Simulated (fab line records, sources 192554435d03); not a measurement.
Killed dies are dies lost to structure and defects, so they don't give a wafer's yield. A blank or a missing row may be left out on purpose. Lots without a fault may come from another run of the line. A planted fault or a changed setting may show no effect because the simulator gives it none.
fab line records | flow n5_finfet
record lots=5 wafers=15 last_day=17
route steps=1938 shown BEOL_M4@1064 PASSIVATION@1936
lots that met no fault: from a run of the same line without faults
start_h: hours from the record's first day to the start of the lot's first wafer shown | wait_h: hours since the lot's step before | " the same as in the row above | L1.1+2: a row that stands for several wafers | - no value, or no start given | * or withheld: withheld | < > ~ a bound
route shown NAME@n: a module of which the file shows steps, and the number in the route of the first | usual: mean/standard deviation of fault-free wafers | same: alike in all rows | chamber/n: place in a boat | sites: the reading at each site | _std_site: their standard deviation | _edge_site: outer sites' mean less inner sites' | radius_mm: how far each site lies from the wafer's centre | mask NAME#n: copy n | behind: the tool/chamber that last shaped the wafer | hold: why the lot was held/for how many hours/how that ended | device: the transistor (n, p or np) that didn't switch | end of line: the same wafers' tests at the end of the route | a step without rows: its recipe alone | killed: dies lost to structure and defects at the first sort, not the wafer's yield | map: a wafer's dies, x killed, . not, _ none there
set.NAME: the setting as run; set.NAME@STEP: as run at that earlier step | model.NAME: the simulator's own value behind a step, which no gauge read
lots at some steps of the route; a table a step, a row a wafer
services: from which hour (start_h, from the record's first day; less than 0 if before it) a tool's chamber was out of use, for how many hours, and why
## steps
# step N5_BEOL_M4_ETCH_70
# recipe chemistry=N2/H2 target=SOC target_depth_a=800 overetch_a=240 mask_material=SiARC temp_c=40 time_s=130 ion_energy_ev=200 pressure_mtorr=30 source_w=840 bias_w=150 n2_flow_sccm=200 h2_flow_sccm=200
# step N5_BEOL_M4_STRIP_71
# recipe chemistry=N2/H2 temp_c=40 n2_flow_sccm=200 h2_flow_sccm=200 rf_frequency_hz=6e+07
# step N5_BEOL_M4_STRIP_78
# recipe chemistry=N2/H2 temp_c=40 n2_flow_sccm=200 h2_flow_sccm=200 rf_frequency_hz=6e+07
# step N5_BEOL_M4_VIA_ETCH_34
# recipe chemistry=C4F6/O2 target_depth_a=694 mask_material=SOC pressure_mtorr=15 ion_energy_ev=250 taper_deg=4 time_s=65.9 source_w=350 bias_w=170 Ar_flow_sccm=300 C4F6_flow_sccm=10 O2_flow_sccm=10
# step N5_BEOL_M4_STRIP_83
# recipe chemistry=C4F6/O2 resist=SiARC rf_frequency_hz=6e+07
# step N5_BEOL_M4_STRIP_36
# recipe chemistry=N2/H2 power_w=450 temp_c=40 pressure_mtorr=20 rf_frequency_hz=6e+07 overash_fraction=0.3 bias_power_w=7 h2_frac=0.5 n2_flow_sccm=200 h2_flow_sccm=200
# usual drypump_motor_current_A=5.6/0.42 oes_product_au=0.82/0.079 rf_vpp_V=59.2/1.4 showerhead_plenum_p_Torr=2.55/0.091 throttle_valve_pct=23.56/0.28
# columns lot.wafer tool chamber start_h wait_h drypump_motor_current_A oes_product_au rf_hours_counter_h rf_vpp_V showerhead_plenum_p_Torr throttle_valve_pct
L578.1 rie_diel-01 3 195.25 0.0 6.1 0.68 259 59.3 2.51 24.47
L578.2 " 2 " " 5.6 0.85 58 61.2 2.46 23.18
L578.3 " 0 " " 5.2 0.82 79 58.3 2.67 23.68
L584.2 rie_diel-01 2 226.53 0.0 5.6 0.82 73 60.5 2.45 23.20
L584.5 " 3 " " 6.2 1.00 - 60.5 2.51 23.68
L584.6 " 0 " " 5.2 0.80 - 58.4 2.67 23.68
L583.3 rie_diel-04 3 226.60 0.0 5.2 0.81 105 58.4 2.45 23.66
L583.4 " 2 " " 6.0 0.68 206 59.6 2.52 23.36
L583.5 " 2 " " 6.0 0.70 - 58.9 2.52 23.37
L590.1 rie_diel-06 0 253.38 0.0 5.2 0.70 231 61.6 2.61 23.26
L590.3 " 2 " " 5.8 0.83 89 58.3 2.56 23.49
L590.5 " 2 " " 5.8 0.83 - 58.9 2.56 23.50
L597.4 rie_diel-04 3 311.90 0.0 5.2 0.79 132 60.9 2.44 23.69
L597.5 " 3 " " 5.2 0.77 - 57.8 2.44 23.69
L597.6 " 2 " " 6.0 0.67 - 57.8 2.51 23.42
# step N5_BEOL_M4_TRENCH_ETCH_37
# recipe chemistry=C4F6/O2 target_depth_a=555.55 target=SiOC time_s=29.2 ion_energy_ev=250 pressure_mtorr=30 source_w=355 bias_w=185 Ar_flow_sccm=300 C4F6_flow_sccm=10 O2_flow_sccm=10
# step N5_BEOL_M4_ETCH_41
# recipe chemistry=CH3F/O2 target=SiCN target_depth_a=299 taper_deg=2 time_s=52.5 ion_energy_ev=120 mask_material=TiN pressure_mtorr=30 source_w=395 bias_w=75 Ar_flow_sccm=150 CH3F_flow_sccm=30 O2_flow_sccm=20
# step N5_BEOL_M4_STRIP_97
# recipe chemistry=N2/H2 time_s=10 power_w=450 temp_c=40 pressure_mtorr=20 rf_frequency_hz=6e+07 bias_power_w=7 n2_flow_sccm=200 h2_flow_sccm=200
# step N5_BEOL_M4_OCD_MEAS_38
# usual trench_depth_nm=55.9/1.4
# columns lot.wafer tool chamber start_h wait_h trench_depth_nm
L578.1 ocd-01 - 195.44 - 55.7
L578.2 " - " " 54.3
L578.3 " - " " 55.8
L584.2 ocd-01 - 226.72 - 55.5
L584.5 " - " " 56.6
L584.6 " - " " 55.8
L583.3 ocd-01 - 226.80 - 55.1
L583.4 " - " " 53.2
L583.5 " - " " 53.1
L590.1 ocd-01 - 253.57 - 54.8
L590.3 " - " " 58.6
L590.5 " - " " 59.7
L597.4 ocd-01 - 312.10 - 53.3
L597.5 " - " " 54.8
L597.6 " - " " 52.6
# step N5_BEOL_M4_HM_STRIP_39
# recipe chemistry=peroxide_tin_strip material=TiN target_depth_a=250 temp_c=50 time_s=158
# step N5_BEOL_M4_SRD_40
# recipe time_s=30 temp_c=23 rinse_liquid=diw dry=ipa_marangoni
# step N5_BEOL_M4_PRECLEAN_42
# recipe chemistry=residue_remover time_s=60 temp_c=40
# columns lot.wafer tool chamber start_h wait_h
L578.1+2+3 wet_bench-03 7,4,6 195.54 0.0
L584.2+5+6 wet_bench-05 0,1,7 226.82 0.0
L583.3+4+5 wet_bench-02 2,1,3 226.90 0.0
L590.1+3+5 wet_bench-05 5,3,2 253.69 0.0
L597.4+5+6 wet_bench-05 5,3,0 312.19 0.0
# step N5_BEOL_M4_SRD_43
# recipe time_s=30 temp_c=23 rinse_liquid=diw dry=ipa_marangoni
# step N5_BEOL_M4_CD_MEAS_35
# recipe target_cd_nm=18 target_cd_y_nm=22.4 polarity=opening
# usual cd_nm=18.0/0.43
# columns lot.wafer tool chamber start_h wait_h cd_nm
L578.1 cd_sem-02 - 195.60 0.0 17.9
L578.2 " - " " 18.1
L578.3 " - " " 18.5
L584.2 cd_sem-02 - 226.88 0.0 17.6
L584.5 " - " " 18.0
L584.6 " - " " 18.9
L583.3 cd_sem-01 - 226.96 0.0 18.8
L583.4 " - " " 17.6
L583.5 " - " " 17.6
L590.1 cd_sem-01 - 253.75 0.0 17.6
L590.3 " - " " 17.9
L590.5 " - " " 17.8
L597.4 cd_sem-01 - 312.25 0.0 18.0
L597.5 " - " " 18.6
L597.6 " - " " 17.8
# step N5_BEOL_M4_DEGAS_44
# recipe ambient=vacuum temp_c=250 time_s=60
# step N5_BEOL_M4_PRE_CLEAN_45
# recipe gas=H2/He time_s=30 temp_c=250
# step N5_BEOL_M4_ALD_84
# recipe material=TaN target_thk_a=* temp_c=275 ald_precursor_family=PDMAT ald_co_reactant=NH3 pressure_torr=3 carrier_flow_sccm=1500 pulse_time_s=2 purge_time_s=3 co_reactant_purge_time_s=2 co_reactant_pulse_time_s=3 ald_cycles=30 precursor_vessel_temp_c=75 precursor_vessel_pressure_torr=26.25 precursor_vessel_carrier_sccm=1000
# step N5_BEOL_M4_SURFACE_TREAT_85
# recipe gas=Ar time_s=* ion_energy_ev=* ion_current_ma_cm2=0.5 pressure_mtorr=* ar_flow_sccm=30
# step N5_BEOL_M4_CVD_47
# recipe material=Co target_thk_a=30 temp_c=withheld precursor=CCTBA/H2 pressure_torr=30 time_s=223.8
# step N5_BEOL_M4_SPUTTER_48
# recipe material=Cu target_thk_a=45 temp_c=-20 chamber_pressure_pa=0.07 power_w=withheld time_s=8.29
# step N5_BEOL_M4_ANNEAL_49
# recipe temp_c=400 time_s=240 ambient=vacuum
# step N5_BEOL_M4_SPUTTER_79
# recipe material=Cu target_thk_a=45 temp_c=-20 chamber_pressure_pa=0.07 power_w=withheld time_s=8.29
# step N5_BEOL_M4_ANNEAL_80
# recipe temp_c=400 time_s=240 ambient=vacuum
# step N5_BEOL_M4_SPUTTER_81
# recipe material=Cu target_thk_a=45 temp_c=-20 chamber_pressure_pa=0.07 power_w=withheld time_s=8.29
# step N5_BEOL_M4_ANNEAL_82
# recipe temp_c=400 time_s=240 ambient=vacuum
# usual heater_power_w=820/63
# columns lot.wafer tool chamber start_h wait_h heater_power_w
L578.1 pvd_sputter-03 - 198.43 0.0 754
L578.2 " - " " 816
L578.3 " - " " 798
L584.2 pvd_sputter-02 - 228.34 0.0 842
L584.5 " - " " 888
L584.6 " - " " 784
L583.3 pvd_sputter-02 - 230.18 0.0 873
L583.4 " - " " 773
L583.5 " - " " 849
L590.1 pvd_sputter-01 - 255.06 0.0 942
L590.3 " - " " 804
L590.5 " - " " 774
L597.4 pvd_sputter-02 - 314.03 0.0 833
L597.5 " - " " 765
L597.6 " - " " 871
# step N5_BEOL_M4_SPUTTER_86
# recipe material=Cu target_thk_a=45 temp_c=-20 chamber_pressure_pa=0.07 power_w=withheld time_s=8.29
# step N5_BEOL_M4_ANNEAL_87
# recipe temp_c=400 time_s=240 ambient=vacuum
# step N5_BEOL_M4_SPUTTER_88
# recipe material=Cu target_thk_a=45 temp_c=-20 chamber_pressure_pa=0.07 power_w=withheld time_s=8.29
# step N5_BEOL_M4_ANNEAL_89
# recipe temp_c=400 time_s=240 ambient=vacuum
# step N5_BEOL_M4_SPUTTER_90
# recipe material=Cu target_thk_a=45 temp_c=-20 chamber_pressure_pa=0.07 power_w=withheld time_s=8.29
# step N5_BEOL_M4_ANNEAL_91
# recipe temp_c=400 time_s=240 ambient=vacuum
# usual heater_power_w=823/61
# columns lot.wafer tool chamber start_h wait_h heater_power_w
L578.1 pvd_sputter-03 - 199.09 0.0 746
L578.2 " - " " 806
L578.3 " - " " 801
L584.2 pvd_sputter-02 - 229.00 0.0 844
L584.5 " - " " 861
L584.6 " - " " 798
L583.3 pvd_sputter-02 - 230.84 0.0 865
L583.4 " - " " 788
L583.5 " - " " 858
L590.1 pvd_sputter-01 - 255.72 0.0 943
L590.3 " - " " 813
L590.5 " - " " 771
L597.4 pvd_sputter-02 - 314.69 0.0 847
L597.5 " - " " 789
L597.6 " - " " 878
# step N5_BEOL_M4_SPUTTER_92
# recipe material=Cu target_thk_a=45 temp_c=-20 chamber_pressure_pa=0.07 power_w=withheld time_s=8.29
# step N5_BEOL_M4_ANNEAL_93
# recipe temp_c=400 time_s=240 ambient=vacuum
# step N5_BEOL_M4_SPUTTER_94
# recipe material=Cu target_thk_a=45 temp_c=-20 chamber_pressure_pa=0.07 power_w=withheld time_s=8.29
# step N5_BEOL_M4_ANNEAL_95
# recipe temp_c=400 time_s=240 ambient=vacuum
# usual heater_power_w=822/63
# columns lot.wafer tool chamber start_h wait_h heater_power_w
L578.1 pvd_sputter-03 - 199.53 0.0 737
L578.2 " - " " 812
L578.3 " - " " 789
L584.2 pvd_sputter-02 - 229.44 0.0 819
L584.5 " - " " 861
L584.6 " - " " 789
L583.3 pvd_sputter-02 - 231.28 0.0 892
L583.4 " - " " 792
L583.5 " - " " 817
L590.1 pvd_sputter-01 - 256.16 0.0 939
L590.3 " - " " 806
L590.5 " - " " 796
L597.4 pvd_sputter-02 - 315.13 0.0 820
L597.5 " - " " 804
L597.6 " - " " 830
# step N5_BEOL_M4_SPUTTER_96
# recipe material=Cu target_thk_a=45 temp_c=-20 chamber_pressure_pa=0.07 power_w=withheld time_s=8.29
# usual throttle_valve_pct=29.7/1.2
# columns lot.wafer tool chamber start_h wait_h throttle_valve_pct
L578.1 pvd_sputter-03 - 199.67 0.1 29.4
L578.2 " - " " 30.3
L578.3 " - " " 27.7
L584.2 pvd_sputter-02 - 229.58 0.1 29.3
L584.5 " - " " 30.1
L584.6 " - " " 31.4
L583.3 pvd_sputter-02 - 231.42 0.1 30.2
L583.4 " - " " 29.9
L583.5 " - " " 29.0
L590.1 pvd_sputter-01 - 256.30 0.1 28.8
L590.3 " - " " 30.4
L590.5 " - " " 29.3
L597.4 pvd_sputter-02 - 315.27 0.1 29.1
L597.5 " - " " 31.7
L597.6 " - " " 30.0
# step N5_BEOL_M4_ECD_50
# recipe material=Cu target_thk_a=3000
# step N5_BEOL_M4_ANNEAL_51
# recipe temp_c=225 time_s=90 ambient=N2
# step N5_BEOL_M4_CMP_52
# recipe stop_on=SiOC t_overpolish_s=6.8 down_force_psi=1 platen_rpm=50 clearing_platen_down_force_psi=1.5 clearing_platen_rpm=50 post_cmp_clean=cu_alkaline target_thk_nm=40 clearing_platen_pad_velocity_m_s=0.99484 pad_velocity_m_s=0.99484
# step N5_BEOL_M4_THK_MEAS_53
# recipe thk_meas_gauge=xrf reads=Cu_of_BEOL_M4_ECD_50
# usual M4_THK=40.4/1.7
# columns lot.wafer tool chamber start_h wait_h M4_THK[nm]
L578.1 film_metro-01 - 200.46 - 40.0
L578.2 " - " " 37.3
L578.3 " - " " 39.2
L584.2 film_metro-02 - 230.37 - 40.0
L584.5 " - " " 41.1
L584.6 " - " " 41.0
L583.3 film_metro-02 - 232.22 - 40.0
L583.4 " - " " 38.4
L583.5 " - " " 37.5
L590.1 film_metro-01 - 257.08 - 37.5
L590.3 " - " " 43.6
L590.5 " - " " 42.5
L597.4 film_metro-01 - 316.26 - 38.5
L597.5 " - " " 39.4
L597.6 " - " " 37.1
# step N5_BEOL_M4_PRE_CLEAN_60
# recipe gas=NH3/H2 time_s=15 temp_c=* rf_power_w=300
# step N5_PASSIVATION_PROBE_49
# usual defect_limited_yield=91.1/1.4 killed_at_M0_to_M3=34/9.7 killed_at_M4_up=13/5.1 killed_at_contacts=14/6.3 killed_at_front_end=40/11 killed_at_other=3.5/2.7 killed_dies=105/16 killed_on_rim=13/4.1 killed_open=70/12 killed_short=34/7.8 sort_bin_4_leakage=0.02/0.13 sort_bin_5_function=5.2/0.88 sort_bin_6_memory=3.3/0.7 sort_n_pass=1074/17 sort_yield_pct=91.0/1.5
# same gross_dies=1180 killed_at_back_side=0 sort_bin_8_speed[%]=0
# columns lot.wafer tool chamber start_h wait_h defect_limited_yield[%] killed_at_M0_to_M3 killed_at_M4_up killed_at_contacts killed_at_front_end killed_at_other killed_dies killed_on_rim killed_open killed_short sort_bin_4_leakage[%] sort_bin_5_function[%] sort_bin_6_memory[%] sort_n_pass sort_yield_pct[%]
L578.1 prober-02 - 298.07 0.0 90.3 52 11 13 37 1 114 11 73 40 0 5.0 4.0 1066 90.3
L578.2 prober-02 - 298.12 0.1 91.5 28 6 17 41 8 100 13 61 38 0 5.0 3.1 1080 91.5
L578.3 prober-02 - 298.17 0.1 93.2 28 11 11 25 5 80 13 55 24 0.17 4.2 2.6 1098 93.1
L583.3 prober-01 - 335.96 0.1 91.4 25 17 11 48 1 102 10 63 31 0 4.1 4.0 1078 91.4
L583.4 prober-01 - 336.01 0.2 92.7 17 13 16 39 1 86 13 65 20 0 4.4 2.8 1094 92.7
L583.5 prober-01 - 336.06 0.2 91.4 45 8 18 30 0 101 10 68 27 0 5.5 2.3 1079 91.4
L584.2 prober-02 - 339.09 0.1 90.3 37 14 11 48 5 115 12 77 32 0 5.5 3.6 1065 90.3
L584.5 prober-02 - 339.24 0.2 91.3 22 9 9 60 3 103 13 67 36 0 5.3 3.3 1077 91.3
L584.6 prober-02 - 339.29 0.3 91.9 25 13 6 50 1 95 15 70 24 0 4.1 3.6 1085 91.9
L590.1 prober-02 - 368.70 0.0 91.7 25 12 20 37 4 98 12 60 38 0 5.6 2.5 1082 91.7
L590.3 prober-02 - 368.80 0.1 90.4 40 16 12 42 3 113 16 81 30 0 6.2 3.3 1067 90.4
L590.5 prober-02 - 368.90 0.2 92.1 22 6 16 46 3 93 11 59 33 0 4.3 3.2 1087 92.1
L597.4 prober-01 - 407.66 0.2 85.6 24 91 14 38 3 170 28 58 34 0.08 8.9 4.1 1009 85.5
L597.5 prober-01 - 407.71 0.2 92.7 29 9 19 29 0 86 10 70 16 0 4.3 2.9 1094 92.7
L597.6 prober-01 - 407.76 0.3 89.9 41 20 24 34 0 119 21 78 41 0 6.4 3.0 1061 89.9
# killed by level:class
L578.1 BEOL_M3:geometric_particle:open=14 FIN_SAQP:geometric_particle:short=9 MOL_CONTACT_COAG:geometric_particle:open=9 BEOL_M0_SAQP:geometric_particle:open=9 DUMMY_GATE:geometric_particle:open=8 BEOL_M2:geometric_particle:open=6 GATE_CUT:geometric_particle:open=5 BEOL_M0:geometric_particle:open=5
L578.2 MOL_CONTACT_COAG:geometric_particle:open=13 BEOL_M0_SAQP:geometric_particle:short=8 STI_FIN_REVEAL:geometric_particle:open=7 BEOL_M1:geometric_particle:open=7 FIN_SAQP:geometric_particle:open=6 STARTING-WAFER:geometric_particle:short=6 GATE_CUT:geometric_particle:open=5 DUMMY_GATE:geometric_particle:open=4
L578.3 MOL_CONTACT_COAG:geometric_particle:open=10 GATE_CUT:geometric_particle:short=7 BEOL_M2:geometric_particle:open=6 BEOL_M3:geometric_particle:open=6 STI_FIN_REVEAL:geometric_particle:open=5 BEOL_M0_SAQP:geometric_particle:short=5 BEOL_M5:geometric_particle:open=4 STARTING-WAFER:geometric_particle:short=3
L583.3 STI_FIN_REVEAL:geometric_particle:open=10 MOL_CONTACT_COAG:geometric_particle:open=9 BEOL_M0_SAQP:geometric_particle:short=9 GATE_CUT:geometric_particle:open=7 BEOL_M0_SAQP:geometric_particle:open=6 BEOL_M5:geometric_particle:open=6 DUMMY_GATE:geometric_particle:open=5 GATE_CUT:geometric_particle:short=5
L583.4 STI_FIN_REVEAL:geometric_particle:open=16 MOL_CONTACT_COAG:geometric_particle:open=11 BEOL_M0:geometric_particle:open=9 MOL_CONTACT_COAG:geometric_particle:short=5 GATE_CUT:geometric_particle:open=4 BEOL_M4:geometric_particle:open=4 BEOL_M5:geometric_particle:open=4 FIN_SAQP:geometric_particle:open=3
L583.5 MOL_CONTACT_COAG:geometric_particle:open=17 BEOL_M0_SAQP:geometric_particle:open=9 BEOL_M3:geometric_particle:open=9 BEOL_M0_SAQP:geometric_particle:short=8 BEOL_M2:geometric_particle:open=7 BEOL_M0:geometric_particle:open=6 STI_FIN_REVEAL:geometric_particle:open=5 BEOL_M5:geometric_particle:open=5
L584.2 STI_FIN_REVEAL:geometric_particle:open=19 BEOL_M0_SAQP:geometric_particle:short=12 BEOL_M3:geometric_particle:open=9 MOL_CONTACT_COAG:geometric_particle:open=9 BEOL_M0_SAQP:geometric_particle:open=9 FIN_SAQP:geometric_particle:open=5 DUMMY_GATE:geometric_particle:open=5 BEOL_M4:geometric_particle:open=5
L584.5 STI_FIN_REVEAL:geometric_particle:open=18 BEOL_M0_SAQP:geometric_particle:short=8 MOL_CONTACT_COAG:geometric_particle:open=7 FIN_SAQP:geometric_particle:open=6 BEOL_M0_SAQP:geometric_particle:open=6 GATE_CUT:geometric_particle:short=5 BEOL_M3:geometric_particle:open=5 STARTING-WAFER:geometric_particle:short=5
L584.6 STI_FIN_REVEAL:geometric_particle:open=20 FIN_SAQP:geometric_particle:short=13 BEOL_M2:geometric_particle:open=10 MOL_CONTACT_COAG:geometric_particle:open=6 BEOL_M1:geometric_particle:open=5 BEOL_M0_SAQP:geometric_particle:short=4 BEOL_M4:geometric_particle:open=4 STARTING-WAFER:geometric_particle:open=4
L590.1 MOL_CONTACT_COAG:geometric_particle:open=14 FIN_SAQP:geometric_particle:short=13 BEOL_M3:geometric_particle:open=10 MOL_CONTACT_COAG:geometric_particle:short=6 BEOL_M2:geometric_particle:open=5 FIN_SAQP:geometric_particle:open=4 DUMMY_GATE:geometric_particle:open=3 ILD0:geometric_particle:short=3
L590.3 BEOL_M2:geometric_particle:open=15 FIN_SAQP:geometric_particle:open=12 STI_FIN_REVEAL:geometric_particle:open=12 BEOL_M3:geometric_particle:open=9 MOL_CONTACT_COAG:geometric_particle:open=9 FIN_SAQP:geometric_particle:short=8 GATE_CUT:geometric_particle:short=4 BEOL_M0_SAQP:geometric_particle:open=4
L590.5 MOL_CONTACT_COAG:geometric_particle:open=14 FIN_SAQP:geometric_particle:short=13 STI_FIN_REVEAL:geometric_particle:open=8 FIN_SAQP:geometric_particle:open=7 BEOL_M2:geometric_particle:open=6 STI_FIN_REVEAL:geometric_particle:short=4 DUMMY_GATE:geometric_particle:open=4 BEOL_M1:geometric_particle:open=4
L597.4 BEOL_M4:unspecified=75 MOL_CONTACT_COAG:geometric_particle:open=13 BEOL_M0_SAQP:geometric_particle:open=9 BEOL_M4:geometric_particle:open=9 SPACER0:geometric_particle:open=5 GATE_CUT:geometric_particle:short=5 BEOL_M0_SAQP:geometric_particle:short=5 FIN_SAQP:geometric_particle:short=4
L597.5 MOL_CONTACT_COAG:geometric_particle:open=18 FIN_SAQP:geometric_particle:open=12 BEOL_M0_SAQP:geometric_particle:open=10 BEOL_M0_SAQP:geometric_particle:short=6 DUMMY_GATE:geometric_particle:open=4 BEOL_M2:geometric_particle:open=4 BEOL_M1:geometric_particle:open=3 BEOL_M4:geometric_particle:open=3
L597.6 MOL_CONTACT_COAG:geometric_particle:open=17 BEOL_M4:geometric_particle:open=15 BEOL_M0_SAQP:geometric_particle:short=9 BEOL_M2:geometric_particle:open=8 FIN_SAQP:geometric_particle:open=7 MOL_CONTACT_COAG:geometric_particle:short=7 BEOL_M3:geometric_particle:open=6 BEOL_M3:geometric_particle:short=5
# map L597.4 (x killed, . not)
_________________..x.........________________
______________..............xx.._____________
___________.x.......x....x.........__________
__________....x..............x.....x_________
________.......................x....x._______
_______..x.....x............x..........______
______.............................x.x.._____
_____.......x.x..........................____
____...........xx.x..x.........x....x.....___
___................................x..x....__
___.......x...xx................x..........__
__..x....x....................x............._
__.........x.......x................xx......_
_....x.x.................xx.............x....
_........................................x...
_.x..x...............x.x....x................
_................xx..x................x.x....
_...........x.x..............x..........x....
_.....x........................x.......x.....
_..x.........................................
_....x........x.xx......x..x.................
__................................xx.xx....._
__...................x......x..............._
___......x..x........x.x...................__
___x..x.x..x.x........................x....__
____x...xx..xxx.......................x...___
_____xxxxxxxx.xx...xx....................____
______xxxxxxxxxxxx........x.x....x......_____
_______xxxxxxxxxxx.............x.......______
________xxxxxxxxxxx.....x..x.........._______
__________xxxxxxxxx.x.xx.....x......_________
___________xxxxxxxxx............x..__________
______________xxx..x............_____________
_________________..........x.________________
# map L584.2 (x killed, . not)
_________________............________________
______________..........x......._____________
___________..x.x..x....x...........__________
__________......x.............x....._________
________.........x...................._______
_______........x........x.....x........______
______.................x...x....x......._____
_____...........x.......x..............x.____
____...............................x......___
___........x.......x...................x...__
___.........x..x..x.x...x......x...........__
__.................x.....................x.._
__.............xx.........x.x.....x...x....._
_........x....x................x..........xx.
_...........................x...xx...........
_...........x.................x............x.
_..x.x........x.......x.................x....
_x....x.........x....x.x.....................
_..........x.x...x.........x...........x.....
_....x.....x....xx.............x........x....
_....x...x..x..x.................x....x....xx
__...............x........x..............x.._
__...........x.............................._
___..................x............x........__
___........x.......xx.x.........x..........__
____......x.............x....x......x.....___
_____......x.x..............xxx......x...____
______..x..x.....x..x......x.x.......x.._____
_______............x............x......______
________.............................._______
__________x...................xx..x._________
___________x.....x.x...............__________
______________................x._____________
_________________..x.......x.________________
## services
# columns tool chamber start_h hours kind
pvd_sputter-01 - 172.98 11.1 repair
rie_diel-06 3 173.08 5.7 repair
rie_diel-04 3 185.80 9.3 repair
rie_diel-04 1 195.45 - clean
rie_diel-04 1 195.45 - consumable_replace:focus_ring
rie_diel-04 1 195.45 17.4 scheduled_down
rie_diel-04 1 195.45 17.4 vent_cycle
rie_diel-01 3 205.59 - clean
rie_diel-01 3 205.59 - consumable_replace:focus_ring
rie_diel-01 3 205.59 19.6 scheduled_down
rie_diel-01 3 205.59 19.6 vent_cycle
rie_diel-06 - 221.57 2.8 pm
rie_diel-01 1 225.32 - clean
rie_diel-01 1 225.32 - consumable_replace:focus_ring
rie_diel-01 1 225.32 22.4 scheduled_down
rie_diel-01 1 225.32 22.4 vent_cycle
rie_diel-06 - 256.88 0.1 repair
rie_diel-01 - 284.58 0.4 repair
rie_diel-06 0 311.12 - clean
rie_diel-06 0 311.12 - consumable_replace:esc
rie_diel-06 0 311.12 - consumable_replace:focus_ring
rie_diel-06 0 311.12 22.7 scheduled_down
rie_diel-06 0 311.12 22.7 vent_cycle
## key
first_sign step=N5_PASSIVATION_PROBE_49 reading=killed_at_M4_up direction=up sigmas=15 usual=13 struck=91
effect step=N5_PASSIVATION_PROBE_49 reading=defect_limited_yield direction=down sigmas=4 usual=91.1 struck=85.6
more_kills_born_at N5_BEOL_M4_PRECLEAN_42@wet_bench-05=75
met_at N5_BEOL_M4_PRECLEAN_42
struck_wafers L597.4
onset_between 253.69 312.19
fault kind=chamber_particle_source tool=wet_bench-05 chamber=5 onset_h=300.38 steps=N5_BEOL_M4_PRECLEAN_42 rate_per_visit_cm2=0.56385 end_h=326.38
